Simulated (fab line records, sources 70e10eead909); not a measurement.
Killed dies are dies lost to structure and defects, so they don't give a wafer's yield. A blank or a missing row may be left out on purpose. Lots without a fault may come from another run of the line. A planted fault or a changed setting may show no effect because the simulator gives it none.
fab line records | flow nand_harc
record lots=13 wafers=39 last_day=24
route steps=1159 shown P_GATE@119 END@1159
lots that met no fault: from a run of the same line without faults
start_h: hours from the record's first day to the start of the lot's first wafer shown | wait_h: hours since the lot's step before | " the same as in the row above | L1.1+2: a row that stands for several wafers | - no value, or no start given | * or withheld: withheld | < > ~ a bound
route shown NAME@n: a module of which the file shows steps, and the number in the route of the first | usual: mean/standard deviation of fault-free wafers | same: alike in all rows | chamber/n: place in a boat | sites: the reading at each site | _std_site: their standard deviation | _edge_site: outer sites' mean less inner sites' | radius_mm: how far each site lies from the wafer's centre | mask NAME#n: copy n | behind: the tool/chamber that last shaped the wafer | hold: why the lot was held/for how many hours/how that ended | device: the transistor (n, p or np) that didn't switch | end of line: the same wafers' tests at the end of the route | a step without rows: its recipe alone | killed: dies lost to structure and defects at the first sort, not the wafer's yield | map: a wafer's dies, x killed, . not, _ none there
set.NAME: the setting as run; set.NAME@STEP: as run at that earlier step | model.NAME: the simulator's own value behind a step, which no gauge read
steps of the route over a sample of lots; a table a step, a row a wafer
services: from which hour (start_h, from the record's first day; less than 0 if before it) a tool's chamber was out of use, for how many hours, and why
## steps
# step NHARC_P_GATE_EXPOSE_08
# recipe na=0.6 dose_mj=16.75 mask_id=P_HV
# same na=0.6
# columns lot.wafer tool chamber start_h wait_h mask
L872.1+2+6 krf_scanner-03 0 79.46 - P_HVPW#0
L874.1+3+6 krf_scanner-03 0 92.73 - P_HV#0
L873.1+2+4 krf_scanner-04 0 92.89 - P_HV#0
L878.1+2+4 krf_scanner-01 0 123.42 - P_HV#0
L883.2+3+5 krf_scanner-03 0 151.56 - P_HV#0
L881.3+4+5 krf_scanner-03 0 151.60 - P_HV#0
L885.4+5+6 krf_scanner-01 0 162.74 - P_HV#0
L887.1+2+6 krf_scanner-03 0 173.70 - P_HV#0
L886.2+4+6 krf_scanner-04 0 173.87 - P_HV#0
L889.1+3+5 krf_scanner-03 0 187.56 - P_HV#0
L891.1+4+6 krf_scanner-01 0 203.91 - P_HV#0
L893.1+2+5 krf_scanner-04 0 204.07 - P_HV#0
L892.3+4+5 krf_scanner-03 0 204.24 - P_HV#0
# step NHARC_P_GATE_CD_MEAS_11
# recipe target_cd_nm=1640 landing_energy_ev=500
# usual cd_nm=1639.4/1.8
# columns lot.wafer tool chamber start_h wait_h cd_nm
L872.1 cd_sem-01 0 79.62 - -
L872.2 " 0 " " -
L872.6 " 0 " " -
L874.1 cd_sem-03 0 92.89 - 1636.1
L874.3 " 0 " " 1639.8
L874.6 " 0 " " 1639.3
L873.1 cd_sem-01 0 93.05 - 1638.4
L873.2 " 0 " " 1641.5
L873.4 " 0 " " 1639.9
L878.1 cd_sem-03 0 123.57 - 1637.0
L878.2 " 0 " " 1637.8
L878.4 " 0 " " 1638.4
L883.2 cd_sem-01 0 151.72 - 1637.1
L883.3 " 0 " " 1639.9
L883.5 " 0 " " 1638.9
L881.3 cd_sem-02 0 151.76 - 1639.6
L881.4 " 0 " " 1641.3
L881.5 " 0 " " 1639.6
L885.4 cd_sem-03 0 162.89 - 1638.2
L885.5 " 0 " " 1637.6
L885.6 " 0 " " 1638.4
L887.1 cd_sem-02 0 173.86 - 1637.2
L887.2 " 0 " " 1637.0
L887.6 " 0 " " 1637.9
L886.2 cd_sem-03 0 174.02 - 1640.4
L886.4 " 0 " " 1640.5
L886.6 " 0 " " 1640.7
L889.1 cd_sem-03 0 187.72 - 1638.9
L889.3 " 0 " " 1639.3
L889.5 " 0 " " 1638.0
L891.1 cd_sem-03 0 204.07 - 1638.8
L891.4 " 0 " " 1639.3
L891.6 " 0 " " 1637.3
L893.1 cd_sem-03 0 204.22 - 1640.2
L893.2 " 0 " " 1642.5
L893.5 " 0 " " 1638.0
L892.3 cd_sem-01 0 204.40 - 1640.0
L892.4 " 0 " " 1638.3
L892.5 " 0 " " 1639.6
# step NHARC_P_GATE_DEP_103
# recipe target_thk_a=300 target_thk_nm=30 temp_c=400 flow_sccm=200 rf_w=350 material=SiON
# usual heater_power_w=739/90
# columns lot.wafer tool chamber start_h wait_h heater_power_w
L872.2 pecvd-03 1 92.64 0.4 758
L872.1 " 2 " " 602
L872.6 " 2 " " 631
L874.1 pecvd-03 2 108.41 0.6 691
L874.3 " 0 " " 808
L874.6 " 2 " " 690
L873.2 pecvd-01 2 108.43 0.5 645
L873.1 " 0 " " 825
L873.4 " 1 " " 773
L878.2 pecvd-02 0 139.85 0.5 601
L878.1 " 1 " " 640
L878.4 " 0 " " 619
L883.3 pecvd-03 1 164.62 0.3 758
L883.2 " 2 " " 644
L883.5 " 1 " " 784
L881.3 pecvd-01 1 165.36 0.4 802
L881.5 " 2 " " 682
L881.4 " 0 " " 777
L885.4 pecvd-03 1 178.04 0.3 782
L885.6 " 2 " " 680
L885.5 " 0 " " 847
L886.2 pecvd-02 0 188.66 0.5 560
L886.4 " 0 " " 541
L886.6 " 0 " " 554
L887.1 pecvd-02 2 189.69 0.6 858
L887.2 " 0 " " 565
L887.6 " 2 " " 849
L889.1 pecvd-03 0 201.18 0.6 813
L889.3 " 1 " " 839
L889.5 " 1 " " 827
L891.1 pecvd-02 2 217.34 0.6 730
L891.4 " 1 " " 668
L891.6 " 0 " " 642
L893.2 pecvd-01 0 217.35 0.5 773
L893.1 " 1 " " 832
L893.5 " 0 " " 790
L892.3 pecvd-02 2 217.97 0.3 838
L892.4 " 0 " " 625
L892.5 " 1 " " 721
# step NHARC_P_GATE_OVL_MEAS_27
# usual overlay_x_nm=0.0/0.84 overlay_y_nm=-0.1/0.87
# columns lot.wafer tool chamber start_h wait_h overlay_x_nm overlay_y_nm
L872.1 overlay-02 - 93.41 - -0.5 2.0
L872.2 " - " " -0.1 1.5
L872.6 " - " " -0.6 1.0
L873.1 overlay-01 - 109.17 - -0.8 0.3
L873.2 " - " " -0.5 0.1
L873.4 " - " " -0.5 0.1
L874.1 overlay-02 - 109.32 - 0.5 -1.1
L874.3 " - " " 0.2 -1.2
L874.6 " - " " 0.2 -0.9
L878.1 overlay-01 - 140.59 - 0.2 0.1
L878.2 " - " " -0.2 0.1
L878.4 " - " " 0.2 0.7
L883.2 overlay-01 - 165.26 - 0.4 -0.5
L883.3 " - " " 0.6 -1.1
L883.5 " - " " 0.7 -0.5
L881.3 overlay-01 - 166.18 - 1.3 0.5
L881.4 " - " " 0.6 0.3
L881.5 " - " " 0.6 -0.1
L885.4 overlay-02 - 178.72 - 0.4 -0.7
L885.5 " - " " -0.7 -0.7
L885.6 " - " " 0.3 -1.0
L886.2 overlay-02 - 189.39 - -0.9 -0.8
L886.4 " - " " -0.8 -0.6
L886.6 " - " " -0.4 -0.4
L887.1 overlay-01 - 190.54 - -0.4 -0.1
L887.2 " - " " -0.6 0.0
L887.6 " - " " -0.8 0.4
L889.1 overlay-02 - 201.92 - -0.9 -1.0
L889.3 " - " " -0.6 -1.0
L889.5 " - " " -1.2 -0.9
L891.1 overlay-02 - 218.08 - -0.2 -0.9
L891.4 " - " " -0.9 -0.5
L891.6 " - " " -0.8 -0.5
L893.1 overlay-01 - 218.24 - 0.7 0.3
L893.2 " - " " 0.7 1.0
L893.5 " - " " 0.9 0.0
L892.3 overlay-01 - 218.61 - -1.0 -0.5
L892.4 " - " " -0.9 -0.7
L892.5 " - " " -0.8 -1.0
# step NHARC_P_GATE_STRIP_75
# recipe power_w=1500 temp_c=250 chemistry=O2
# usual drypump_motor_current_A=5.7/0.54 heater_power_w=331/23
# columns lot.wafer tool chamber start_h wait_h drypump_motor_current_A heater_power_w rf_hours_counter_h
L872.1 plasma_asher-02 0 106.47 0.2 5.3 339 32
L872.2 " 1 " " 6.7 344 32
L872.6 " 0 " " 5.3 340 -
L874.1 plasma_asher-01 1 121.90 0.3 5.3 356 4
L874.3 " 0 " " 5.5 308 -
L874.6 " 0 " " 5.5 303 -
L873.2 plasma_asher-02 1 122.07 0.3 6.7 334 37
L873.1 " 0 " " 5.4 341 37
L873.4 " 0 " " 5.4 329 -
L878.2 plasma_asher-01 1 154.28 0.2 5.4 355 15
L878.1 " 0 " " 5.5 300 15
L878.4 " 0 " " 5.5 291 -
L883.2 plasma_asher-01 0 180.38 0.2 5.5 303 23
L883.3 " 1 " " 5.3 360 -
L883.5 " 1 " " 5.3 356 -
L881.4 plasma_asher-01 0 185.92 0.2 5.5 296 -
L881.3 " 1 " " 5.3 360 -
L881.5 " 0 " " 5.5 311 -
L885.4 plasma_asher-01 1 191.87 0.1 5.4 365 -
L885.5 " 0 " " 5.5 301 -
L885.6 " 1 " " 5.3 357 -
L886.2 plasma_asher-02 0 202.12 0.2 5.4 338 3
L886.4 " 0 " " 5.3 339 -
L886.6 " 0 " " 5.3 349 -
L887.2 plasma_asher-02 1 203.82 0.3 6.7 322 3
L887.1 " 0 " " 5.3 336 3
L887.6 " 1 " " 6.7 322 -
L889.1 plasma_asher-02 1 214.70 0.3 6.7 326 7
L889.3 " 1 " " 6.7 320 -
L889.5 " 1 " " 6.7 325 -
L893.2 plasma_asher-02 0 230.96 0.3 5.3 338 11
L893.1 " 1 " " 6.7 326 11
L893.5 " 1 " " 6.7 322 -
L891.1 plasma_asher-01 0 231.19 0.2 5.5 302 42
L891.4 " 1 " " 5.3 347 -
L891.6 " 0 " " 5.5 297 -
L892.3 plasma_asher-02 0 231.88 0.2 5.4 342 -
L892.4 " 1 " " 6.7 322 -
L892.5 " 0 " " 5.4 347 -
# step NHARC_END_SORT_01
# recipe temp_c=25
# usual killed_at_array=27/11 killed_at_other=0.6/0.89 killed_at_periphery=3.0/2.4 killed_dies=31/12 killed_open=3.2/1.6 killed_short=2.0/1.5
# same gross_dies=677
# columns lot.wafer tool chamber start_h wait_h killed_at_array killed_at_other killed_at_periphery killed_dies killed_open killed_short
L872.1 prober-01 0 449.02 2.5 16 0 661 677 4 2
L872.2 prober-01 0 449.82 2.8 23 0 654 677 3 2
L872.6 prober-01 0 453.00 4.0 19 3 655 677 3 2
# killed by level:class
L872.1 P_GATE:area_expose=660 A_SLIT:chamber_film_flake=5 A_CONTACT:chamber_film_flake=4 A_M0:geometric_particle:open=2 P_M0:geometric_particle:open=1 A_CHANNEL_HOLE_D1:geometric_particle:short=1 A_SGD_CUT:geometric_particle:open=1 A_WL_FILL:geometric_particle:short=1
L872.2 P_GATE:area_expose=651 A_SLIT:chamber_film_flake=12 A_CONTACT:chamber_film_flake=4 A_STAIRCASE:chamber_film_flake=2 P_M0:geometric_particle:open=1 P_M1:geometric_particle:short=1 A_CONTACT:geometric_particle:open=1 A_M0:geometric_particle:open=1
L872.6 P_GATE:area_expose=654 A_SLIT:chamber_film_flake=10 HYBRID_BOND:chamber_film_flake=3 A_CONTACT:chamber_film_flake=2 P_CONTACT:geometric_particle:open=1 A_CHANNEL_HOLE_D1:geometric_particle:short=1 A_CHANNEL_HOLE_D1:geometric_particle:open=1 A_CONTACT:geometric_particle:open=1
## services
# columns tool chamber start_h hours kind
pecvd-01 - 56.20 13.0 pm
pecvd-02 2 64.87 5.3 repair
pecvd-03 0 77.97 9.4 repair
krf_scanner-01 - 84.00 4.0 pm
plasma_asher-01 - 99.32 9.0 pm
pecvd-03 - 99.34 0.9 repair
krf_scanner-04 - 106.10 4.9 repair
pecvd-03 - 111.03 13.0 pm
krf_scanner-03 0 112.18 - calibration
krf_scanner-04 - 126.00 4.0 pm
krf_scanner-03 - 127.41 2.0 repair
plasma_asher-01 - 135.13 3.4 repair
pecvd-03 2 143.64 17.0 repair
pecvd-02 - 153.02 13.0 pm
pecvd-03 - 157.55 1.4 repair
krf_scanner-01 - 164.18 2.4 repair
krf_scanner-03 - 168.00 4.0 pm
plasma_asher-01 - 173.77 0.6 repair
plasma_asher-02 - 184.22 9.0 pm
plasma_asher-02 0 184.22 9.0 vent_cycle
plasma_asher-02 1 184.22 9.0 vent_cycle
pecvd-02 1 186.30 4.6 repair
pecvd-02 0 220.46 4.2 repair
krf_scanner-03 - 224.23 0.4 repair
## key
first_sign step=NHARC_P_GATE_EXPOSE_08 reading=mask direction=changed
effect step=NHARC_P_GATE_CD_MEAS_11 reading=cd_nm direction=missing
effect step=NHARC_END_SORT_01 reading=killed_at_periphery direction=up sigmas=99+ usual=3.0 struck=656.7
more_kills_born_at NHARC_P_GATE_EXPOSE_08@krf_scanner-03=1965
met_at NHARC_P_GATE_EXPOSE_08
struck_lots L872
later_rows_left_out L872.1,L872.2,L872.6
tester_left_out L872
not_acting_at NHARC_P_GATE_DEP_103,NHARC_P_GATE_OVL_MEAS_27,NHARC_P_GATE_STRIP_75
fault kind=wrong_mask tool=any chamber=- onset_h=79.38 steps=NHARC_P_GATE_EXPOSE_08 aux_copy=P_HVPW#0 scope=struck_lots_only
# tester_left_out: of these lots the tester's yield and bins aren't shown, on N5 and GAA mostly nor the transistor test; their killed dies are dies lost to structure and defects alone, not to doping, threshold or leakage, so they don't give the yield
# later_rows_left_out: the simulator's readings of these wafers behind a module that went badly wrong aren't trusted and aren't shown, but for the sort
